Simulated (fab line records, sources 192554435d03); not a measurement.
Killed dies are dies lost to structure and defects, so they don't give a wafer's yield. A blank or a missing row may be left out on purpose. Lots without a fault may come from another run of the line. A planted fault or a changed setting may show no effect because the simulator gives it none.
One fault seen from 2 desks | flow n5_finfet | each desk has only its own numbers; what lay behind them comes last

THE DEFECT DESK
What the inspections along the route counted, lot by lot: means of the sampled wafers that have a number. A lot is out of limits, marked OUT, if its mean lies more than 4 standard deviations from the usual mean; the brackets give that distance.
Columns: A = raw_defect_count at N5_MOL_CONTACT_COAG_INSPECT_42, usual 208
lot  | first seen here | A
L751 | day 5 14:32     | 206
L752 | day 5 22:52     | 193
L754 | day 6 08:31     | 216
L755 | day 6 19:24     | 215
L757 | day 7 04:05     | 238
L758 | day 7 07:04     | 292
L761 | day 8 07:33     | 251
L771 | day 10 19:51    | 175
L772 | day 10 21:37    | 206
This desk's finding: nothing out of limits on any of the 9 lots.

THE METROLOGY DESK
What the gauges read, lot by lot, whatever tool the lot ran on: means of the sampled wafers that have a number. A lot is out of limits, marked OUT, if its mean lies more than 4 standard deviations from the usual mean; the brackets give that distance. Of its 12 readings 7 are shown: those that lie furthest out on some lot.
Columns: A = VIA_MOL_THK at N5_MOL_CONTACT_COAG_THK_MEAS_53, usual 43.7 nm; B = DIBL_N at N5_BEOL_M4_RC_MEAS_101, usual 36.4 mV/V; C = DIBL_P at N5_BEOL_M4_RC_MEAS_101, usual 36.4 mV/V; D = IOFF_N at N5_BEOL_M4_RC_MEAS_101, usual 0.156 nA/um; E = SS_P at N5_BEOL_M4_RC_MEAS_101, usual 73.3 mV/dec; F = VT_N at N5_BEOL_M4_RC_MEAS_101, usual 250 mV; G = VT_P at N5_BEOL_M4_RC_MEAS_101, usual -250.3 mV
lot  | first seen here | A    | B    | C    | D     | E    | F   | G
L751 | day 5 14:00     | 44.2 | 35.2 | 36.3 | 0.156 | 73.0 | 249 | -248.4
L752 | day 5 22:18     | 43.9 | 35.9 | 34.7 | 0.159 | 73.5 | 248 | -251.8
L754 | day 6 08:07     | 43.4 | 34.6 | 36.0 | 0.157 | 72.5 | 248 | -249.9
L755 | day 6 18:59     | 43.9 | 37.5 | 35.3 | 0.170 | 73.7 | 249 | -248.1
L757 | day 7 03:34     | 43.6 | 36.9 | 39.0 | 0.187 | 73.7 | 244 | -247.9
L758 | day 7 06:32     | 41.6 | 36.3 | 37.1 | 0.152 | 73.0 | 252 | -249.1
L761 | day 8 07:01     | 41.6 | 35.4 | 35.6 | 0.133 | 73.7 | 253 | -253.7
L771 | day 10 19:19    | 43.7 | 36.6 | 37.2 | 0.168 | 73.8 | 248 | -249.5
L772 | day 10 21:12    | 42.9 | 36.3 | 37.6 | 0.159 | 72.9 | 250 | -249.1
This desk's finding: nothing out of limits on any of the 9 lots.

PUT TOGETHER
The defect desk saw nothing out of limits.
The metrology desk saw nothing out of limits.

WHAT THE SIMULATOR HAD PUT IN
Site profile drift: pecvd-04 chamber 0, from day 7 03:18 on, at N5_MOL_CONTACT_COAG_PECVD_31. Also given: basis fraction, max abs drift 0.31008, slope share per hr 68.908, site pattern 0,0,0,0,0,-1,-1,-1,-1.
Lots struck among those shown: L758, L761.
